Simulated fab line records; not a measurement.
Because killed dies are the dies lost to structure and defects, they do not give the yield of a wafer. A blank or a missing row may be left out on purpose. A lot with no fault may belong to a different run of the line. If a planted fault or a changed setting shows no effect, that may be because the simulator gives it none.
Matching of chambers :: flow n5Finfet :: rieDiel-03 running N5_BEOL_M9_STRIP_36: 4 sister chambers
The step strips in N2/H2. 8 wafers are shown with their chamber, then 8 later ones without.

== EACH WAFER AND ITS CHAMBER ==
wafer: L077.1
chamber: 2
drypumpMotorCurrentA (A): 6.2
showerheadPlenumPTorr (Torr): 2.56

wafer: L079.1
chamber: 0
drypumpMotorCurrentA (A): 6.4
showerheadPlenumPTorr (Torr): 2.41

wafer: L083.1
chamber: 2
drypumpMotorCurrentA (A): 6.2
showerheadPlenumPTorr (Torr): 2.55

wafer: L083.3
chamber: 3
drypumpMotorCurrentA (A): 6.4
showerheadPlenumPTorr (Torr): 2.49

wafer: L085.3
chamber: 1
drypumpMotorCurrentA (A): 5.8
showerheadPlenumPTorr (Torr): 2.61

wafer: L085.5
chamber: 3
drypumpMotorCurrentA (A): 6.5
showerheadPlenumPTorr (Torr): 2.49

wafer: L085.6
chamber: 0
drypumpMotorCurrentA (A): 6.4
showerheadPlenumPTorr (Torr): 2.40

wafer: L088.2
chamber: 1
drypumpMotorCurrentA (A): 5.8
showerheadPlenumPTorr (Torr): 2.61

== WAFERS WHOSE CHAMBER IS MISSING ==
wafer: L088.4
drypumpMotorCurrentA (A): 6.4
showerheadPlenumPTorr (Torr): 2.49

wafer: L088.6
drypumpMotorCurrentA (A): 5.8
showerheadPlenumPTorr (Torr): 2.61

wafer: L090.1
drypumpMotorCurrentA (A): 6.2
showerheadPlenumPTorr (Torr): 2.55

wafer: L090.2
drypumpMotorCurrentA (A): 5.8
showerheadPlenumPTorr (Torr): 2.60

wafer: L090.3
drypumpMotorCurrentA (A): 6.4
showerheadPlenumPTorr (Torr): 2.40

wafer: L097.3
drypumpMotorCurrentA (A): 6.4
showerheadPlenumPTorr (Torr): 2.39

wafer: L097.5
drypumpMotorCurrentA (A): 6.5
showerheadPlenumPTorr (Torr): 2.48

wafer: L097.6
drypumpMotorCurrentA (A): 6.2
showerheadPlenumPTorr (Torr): 2.54

== THE CHAMBER EACH PASSED THROUGH ==
wafer: L088.4
from the rows above: 3
in truth: 3

wafer: L088.6
from the rows above: 1
in truth: 1

wafer: L090.1
from the rows above: 2
in truth: 2

wafer: L090.2
from the rows above: 1
in truth: 1

wafer: L090.3
from the rows above: 0
in truth: 0

wafer: L097.3
from the rows above: 0
in truth: 0

wafer: L097.5
from the rows above: 3
in truth: 3

wafer: L097.6
from the rows above: 2
in truth: 2
Correctly placed: 8 of 8. Number that these rows cannot place: 0. Number placed wrongly: 0.
How it was worked out, from the rows above alone: a wafer's distance from a chamber is the root of the sum, over the readings, of the square of ((its reading less the chamber's mean) divided by the reading's scatter). If the next closest chamber is less than 2 further off than the closest, the wafer can't be placed; otherwise it belongs to the closest. The mean given for a chamber averages the wafers shown for that chamber. The scatter is the square root of a quotient: the sum, over the shown wafers, of each reading's squared deviation from its chamber's mean, divided by wafers minus chambers.
